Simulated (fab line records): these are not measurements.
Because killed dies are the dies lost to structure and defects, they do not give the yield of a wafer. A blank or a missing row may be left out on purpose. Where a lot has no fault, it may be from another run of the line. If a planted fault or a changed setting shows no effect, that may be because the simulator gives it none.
fab line records    flow nandHarc
record: lots: 7  wafers: 21  lastDay: 23
route steps=1159 shown A_M1@1029
lots with no fault: from the same line, run without faults
startH: hours from the record's first day to the start of the lot's first wafer shown    waitH: how many hours have passed since the lot's step before this one    " identical to the entry in the row above    L1.1+2: a single row standing in for several wafers    - no value, or no start given    * or withheld: withheld    < > ~ a bound
route shown NAME@n: names a module that has steps shown in the file, with the first one's number in the route    usual: average and standard deviation across the fault-free wafers    same: alike in all rows    chamber/n: place in a boat    sites: the reading at each site    _std_site: how widely they spread, as a standard deviation    _edge_site: the outer-site mean with the inner-site mean subtracted    radiusMm: how far each site lies from the wafer's centre    mask NAME#n: copy n    behind: tool/chamber where the wafer was last shaped    hold: why the lot was held/for how many hours/how that ended    device: whichever transistor did not switch (one of n, p or np)    end of line: the same wafers' tests at the end of the route    step lacking rows: just its recipe    killed: dies that structure and defects cost at the first sort, which is not the same as the wafer's yield    map: shows each die of a wafer: x if killed, . if not, _ if none is there
set.NAME: the run value of the setting; set.NAME@STEP: its run value at that earlier step    model.NAME: the simulator's own value behind a step, which no gauge read
certain route steps with their lots: each step a table, each wafer a row
services: from which hour (startH, from the record's first day; less than 0 if before it) a tool's chamber was out of use, for how many hours, and why
== steps ==
step: NHARC_A_M1_COAT_34
recipe: tempC: 200  timeS: 65
step: NHARC_A_M1_COAT_03
recipe: spinRpm: 1500  resistThkNm: 90
step: NHARC_A_M1_SOFTBAKE_04
recipe: tempC: 105  timeS: 55
step: NHARC_A_M1_EBR_05
step: NHARC_A_M1_EXPOSE_06
recipe: na: 1.35  targetCdNm: 120  doseMj: 75.13  maskId: A_M1
step: NHARC_A_M1_PEB_07
recipe: pebTempC: 100  pebTimeS: 65
step: NHARC_A_M1_DEVELOP_08
recipe: developTimeS: 35  devTempC: 23
step: NHARC_A_M1_CD_MEAS_09
recipe: targetCdNm: 120  landingEnergyEv: 500
usual: cdNm: 120.0/0.47
lot.wafer  tool      chamber  startH  waitH  cdNm
L587.2     cdSem-03  0        407.58  -      120.4
L587.5     "         0        "       "      121.2
L587.6     "         0        "       "      120.3
L592.1     cdSem-02  0        447.55  -      119.3
L592.3     "         0        "       "      119.9
L592.5     "         0        "       "      119.9
L593.2     cdSem-01  0        455.11  -      119.6
L593.3     "         0        "       "      119.9
L593.6     "         0        "       "      119.2
L595.4     cdSem-03  0        464.45  -      120.4
L595.5     "         0        "       "      119.8
L595.6     "         0        "       "      120.1
L596.2     cdSem-01  0        465.09  -      119.3
L596.4     "         0        "       "      119.5
L596.5     "         0        "       "      119.4
L597.3     cdSem-02  0        483.11  -      120.0
L597.4     "         0        "       "      119.5
L597.5     "         0        "       "      119.9
L601.2     cdSem-01  0        513.80  -      119.4
L601.4     "         0        "       "      118.9
L601.5     "         0        "       "      119.2
step: NHARC_A_M1_OVL_MEAS_10
recipe: pitchNm: 240
usual: overlayXNm: 0.2/0.92  overlayYNm: -0.1/0.89
lot.wafer  tool        chamber  startH  waitH  overlayXNm  overlayYNm
L587.2     overlay-02  -        407.68  -      1.7         1.0
L587.5     "           -        "       "      1.2         0.0
L587.6     "           -        "       "      1.1         0.8
L592.1     overlay-02  -        447.64  -      0.8         0.7
L592.3     "           -        "       "      1.3         0.2
L592.5     "           -        "       "      1.0         0.2
L593.2     overlay-01  -        455.19  -      0.4         -2.0
L593.3     "           -        "       "      0.5         -2.1
L593.6     "           -        "       "      0.0         -1.8
L595.4     overlay-01  -        464.53  -      2.4         1.8
L595.5     "           -        "       "      1.9         1.8
L595.6     "           -        "       "      1.7         1.6
L596.2     overlay-02  -        465.18  -      1.4         0.4
L596.4     "           -        "       "      1.3         -0.2
L596.5     "           -        "       "      1.3         0.2
L597.3     overlay-02  -        483.20  -      0.9         1.3
L597.4     "           -        "       "      0.7         1.1
L597.5     "           -        "       "      0.8         0.4
L601.2     overlay-01  -        513.89  -      -1.4        -0.6
L601.4     "           -        "       "      -1.5        -0.9
L601.5     "           -        "       "      -1.0        -0.3
step: NHARC_A_M1_INSPECT_11
usual: rawDefectCount: 34/16
lot.wafer  tool              chamber  startH  waitH  rawDefectCount
L587.2     defectInspect-01  -        407.72  0.0    23
L587.5     "                 -        "       "      17
L587.6     "                 -        "       "      14
L592.1     defectInspect-01  -        447.68  0.0    9
L592.3     "                 -        "       "      17
L592.5     "                 -        "       "      12
L593.2     defectInspect-01  -        455.23  0.0    42
L593.3     "                 -        "       "      39
L593.6     "                 -        "       "      55
L595.4     defectInspect-01  -        464.57  0.0    26
L595.5     "                 -        "       "      21
L595.6     "                 -        "       "      30
L596.2     defectInspect-01  -        465.22  0.0    33
L596.4     "                 -        "       "      32
L596.5     "                 -        "       "      31
L597.3     defectInspect-02  -        483.24  0.0    20
L597.4     "                 -        "       "      17
L597.5     "                 -        "       "      17
L601.2     defectInspect-01  -        513.93  0.0    56
L601.4     "                 -        "       "      52
L601.5     "                 -        "       "      57
step: NHARC_A_M1_DESCUM_14
recipe: timeS: 3  o2FlowSccm: 200  arFlowSccm: 0  biasPowerW: 0  chemistry: O2
usual: drypumpMotorCurrentA: 5.8/0.42  oesProductAu: 1.004/0.0092  rfVppV: 57.8/0.88  showerheadPlenumPTorr: 1.89/0.08  throttleValvePct: 11.311/0.0092
same: timeS: 3
lot.wafer  tool        chamber  startH  waitH  drypumpMotorCurrentA  oesProductAu  rfHoursCounterH  rfVppV  showerheadPlenumPTorr  throttleValvePct
L587.2     rieDiel-05  3        407.78  0.1    5.0                   1.005         3                57.6    1.80                   11.305
L587.5     "           3        "       "      5.0                   1.010         -                57.2    1.80                   11.307
L587.6     "           0        "       "      6.0                   1.008         -                58.3    1.86                   11.296
L592.1     rieDiel-05  1        447.74  0.1    6.3                   1.010         9                60.0    2.01                   11.298
L592.3     "           0        "       "      6.0                   1.009         8                57.0    1.86                   11.311
L592.5     "           1        "       "      6.3                   1.018         -                58.1    2.01                   11.339
L593.2     rieDiel-07  0        455.29  0.1    6.0                   0.986         3                58.6    1.90                   11.329
L593.3     "           2        "       "      6.1                   1.002         3                57.2    1.92                   11.324
L593.6     "           0        "       "      6.0                   0.981         -                58.6    1.90                   11.311
L595.4     rieDiel-05  2        464.65  0.1    5.6                   1.005         10               57.0    1.83                   11.300
L595.5     "           0        "       "      6.0                   1.011         -                57.2    1.86                   11.318
L595.6     "           1        "       "      6.2                   1.018         -                58.0    2.01                   11.304
L596.2     rieDiel-08  1        465.30  0.1    6.3                   1.003         4                56.6    1.86                   11.307
L596.4     "           0        "       "      6.0                   1.016         -                57.8    1.93                   11.308
L596.5     "           1        "       "      6.2                   1.011         -                56.7    1.86                   11.318
L597.3     rieDiel-07  1        483.31  0.1    5.6                   0.998         5                59.7    1.87                   11.313
L597.4     "           0        "       "      6.0                   0.994         -                56.9    1.90                   11.299
L597.5     "           1        "       "      5.6                   0.995         -                57.7    1.88                   11.314
L601.4     rieDiel-08  0        514.00  0.1    6.0                   1.009         1                57.8    1.93                   11.304
L601.2     "           1        "       "      6.2                   0.994         1                59.0    1.85                   11.311
L601.5     "           0        "       "      6.0                   1.001         -                57.9    1.93                   11.314
step: NHARC_A_M1_ETCH_35
recipe: targetDepthA: 400  overetchA: 120  timeS: 43.94  ionEnergyEv: 200  n2FlowSccm: 150  h2FlowSccm: 150  arFlowSccm: 0  rfW: 400  biasW: 150  chemistry: N2/H2
usual: biasW: 150.0/0.49  chamberPressureMTorr: 30.000/0.028  drypumpMotorCurrentA: 5.8/0.42  oesProductAu: 1.003/0.0074  rfVppV: 429.8/2.6  showerheadPlenumPTorr: 2.01/0.088  throttleValvePct: 14.171/0.009
same: timeS: 43.94
lot.wafer  tool        chamber  startH  waitH  biasW  chamberPressureMTorr  drypumpMotorCurrentA  oesProductAu  rfHoursCounterH  rfVppV  showerheadPlenumPTorr  throttleValvePct
L587.2     rieDiel-05  0        407.86  0.1    149.9  30.030                6.0                   1.010         4                429.7   1.98                   14.173
L587.5     "           0        "       "      149.4  30.063                6.0                   1.017         -                428.3   1.98                   14.172
L587.6     "           1        "       "      149.9  30.001                6.3                   1.011         -                433.1   2.15                   14.180
L592.1     rieDiel-05  0        447.82  0.1    149.7  29.953                6.0                   1.011         8                429.5   1.98                   14.146
L592.3     "           1        "       "      149.6  30.020                6.3                   0.997         10               434.1   2.15                   14.164
L592.5     "           1        "       "      150.3  30.013                6.3                   1.001         -                434.5   2.15                   14.183
L593.3     rieDiel-07  2        455.39  0.1    150.2  30.007                6.1                   1.010         3                431.3   2.05                   14.164
L593.2     "           3        "       "      150.2  29.991                5.7                   1.011         3                426.5   1.92                   14.173
L593.6     "           1        "       "      150.1  29.987                5.6                   1.004         -                428.8   2.00                   14.175
L595.4     rieDiel-05  0        464.71  0.1    151.0  30.036                6.0                   1.000         9                429.0   1.98                   14.178
L595.6     "           0        "       "      149.5  29.940                6.0                   1.003         -                429.0   1.98                   14.183
L595.5     "           1        "       "      149.5  30.031                6.3                   1.004         -                433.9   2.15                   14.175
L596.2     rieDiel-08  1        465.40  0.1    149.6  29.978                6.2                   0.994         4                428.8   1.98                   14.162
L596.5     "           1        "       "      150.2  29.962                6.2                   1.006         -                428.4   1.98                   14.168
L596.4     "           2        "       "      150.3  29.970                5.1                   1.009         -                435.9   2.19                   14.171
L597.3     rieDiel-07  2        483.41  0.1    150.4  30.019                6.1                   1.003         4                431.4   2.05                   14.177
L597.4     "           0        "       "      149.3  30.053                6.0                   1.007         -                430.2   2.02                   14.175
L597.5     "           1        "       "      150.1  30.000                5.6                   0.992         -                429.7   2.00                   14.156
L601.4     rieDiel-08  3        514.07  0.1    149.4  30.048                6.2                   1.008         1                426.2   1.91                   14.162
L601.2     "           0        "       "      149.8  30.026                6.0                   1.004         1                432.2   2.06                   14.172
L601.5     "           3        "       "      149.0  30.011                6.2                   0.986         -                425.9   1.91                   14.165
step: NHARC_A_M1_ETCH_15
recipe: targetDepthA: 1825  timeS: 91.2  c4f8FlowSccm: withheld  arFlowSccm: 400  rfW: 600  biasW: 300  chemistry: C4F8/Ar
usual: biasW: 300.0/0.94  chamberPressureMTorr: 25.000/0.023  oesProductAu: 0.953/0.023  rfVppV: 440.3/2.6  timeS: 91.2/0
lot.wafer  tool        chamber  startH  waitH  biasW  chamberPressureMTorr  oesProductAu  rfHoursCounterH  rfVppV  timeS
L587.2     rieDiel-05  1        407.97  -      299.7  25.039                0.985         5                445.5   91.2
L587.6     "           3        "       "      299.9  25.049                0.963         -                437.5   91.2
L587.5     "           0        "       "      299.8  24.989                0.973         -                440.7   91.2
L592.3     rieDiel-05  1        447.91  -      298.9  25.021                0.930         10               443.9   91.2
L592.1     "           2        "       "      299.0  24.980                0.931         9                438.6   91.2
L592.5     "           2        "       "      298.9  24.978                0.939         -                438.9   91.2
L593.3     rieDiel-07  2        455.47  -      -      -                     -             -                -       -
L593.2     "           3        "       "      -      -                     -             -                -       -
L593.6     "           1        "       "      -      -                     -             -                -       -
L595.4     rieDiel-05  1        464.83  -      -      -                     -             -                -       -
L595.5     "           2        "       "      -      -                     -             -                -       -
L595.6     "           3        "       "      -      -                     -             -                -       -
L596.2     rieDiel-08  0        465.50  -      -      -                     -             -                -       -
L596.4     "           1        "       "      -      -                     -             -                -       -
L596.5     "           2        "       "      -      -                     -             -                -       -
L597.3     rieDiel-07  1        483.51  -      300.9  25.055                0.959         5                439.3   91.2
L597.4     "           0        "       "      300.7  25.033                0.953         -                440.3   91.2
L597.5     "           1        "       "      300.4  25.014                0.973         -                439.4   91.2
L601.4     rieDiel-08  0        514.16  -      300.6  24.966                0.924         1                441.8   91.2
L601.2     "           1        "       "      298.6  25.018                0.921         1                439.6   91.2
L601.5     "           1        "       "      300.6  25.006                0.925         -                438.9   91.2
step: NHARC_A_M1_CD_MEAS_16
usual: cdNm: 120.0/0.58
lot.wafer  tool      chamber  startH  waitH  cdNm
L587.2     cdSem-01  -        408.09  -      120.4
L587.5     "         -        "       "      121.1
L587.6     "         -        "       "      120.5
L592.1     cdSem-01  -        448.05  -      119.0
L592.3     "         -        "       "      119.5
L592.5     "         -        "       "      120.2
L593.2     cdSem-01  -        455.60  -      118.9
L593.3     "         -        "       "      119.1
L593.6     "         -        "       "      119.5
L595.4     cdSem-03  -        464.94  -      120.4
L595.5     "         -        "       "      119.3
L595.6     "         -        "       "      120.2
L596.2     cdSem-01  -        465.66  -      119.5
L596.4     "         -        "       "      119.7
L596.5     "         -        "       "      119.4
L597.3     cdSem-02  -        483.65  -      119.6
L597.4     "         -        "       "      119.1
L597.5     "         -        "       "      119.5
L601.2     cdSem-03  -        514.30  -      119.3
L601.4     "         -        "       "      119.0
L601.5     "         -        "       "      119.1
== services ==
tool        chamber  startH  hours  kind
rieDiel-05  3        389.62  7.1    repair
rieDiel-05  0        395.22  9.2    repair
rieDiel-05  1        398.60  -      clean
rieDiel-05  2        398.60  -      clean
rieDiel-05  3        398.60  -      clean
rieDiel-05  3        403.33  3.4    repair
rieDiel-07  -        404.39  0.3    repair
rieDiel-07  -        405.23  9.0    pm
rieDiel-05  0        423.10  -      clean
rieDiel-05  1        423.10  -      clean
rieDiel-05  2        423.10  -      clean
rieDiel-05  3        423.10  -      clean
rieDiel-05  0        447.60  -      clean
rieDiel-05  1        447.60  -      clean
rieDiel-05  2        447.60  -      clean
rieDiel-05  3        447.60  -      clean
rieDiel-08  0        450.57  13.5   repair
rieDiel-05  0        472.10  -      clean
rieDiel-05  1        472.10  -      clean
rieDiel-05  2        472.10  -      clean
rieDiel-05  3        472.10  -      clean
rieDiel-08  -        478.80  9.0    pm
rieDiel-07  3        479.40  4.8    repair
rieDiel-05  2        506.36  4.1    repair
== key ==
firstSign: step: NHARC_A_M1_ETCH_15  reading: toolRecord  direction: missing
effect none on later readings
metAt NHARC_A_M1_ETCH_15
struckWafers L593.2,L593.3,L593.6,L595.4,L595.5,L595.6,L596.2,L596.4,L596.5
laterRowsLeftOut L593.2,L593.3,L593.6,L595.4,L595.5,L595.6,L596.2,L596.4,L596.5
sortLeftOut L593.2,L593.3,L593.6,L595.4,L595.5,L595.6,L596.2,L596.4,L596.5
onsetBetween 447.91 455.47
earlierFault: kind: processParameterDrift  tool: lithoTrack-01  chamber: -  onsetH: 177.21  steps: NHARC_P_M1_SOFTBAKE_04  channel: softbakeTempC  offset: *  shape: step  actsIn: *  stated: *
fault: kind: skippedStepWhole  tool: rieDiel-05,rieDiel-07,rieDiel-08  chamber: -  onsetH: 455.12  steps: NHARC_A_M1_ETCH_15  scope: struckLotsOnly
sortLeftOut: the simulated sort isn't trusted on such a fault, so these wafers' sort isn't shown, and their yield isn't known
laterRowsLeftOut: the simulator's readings of these wafers behind a module that went badly wrong aren't trusted and aren't shown, but for the sort
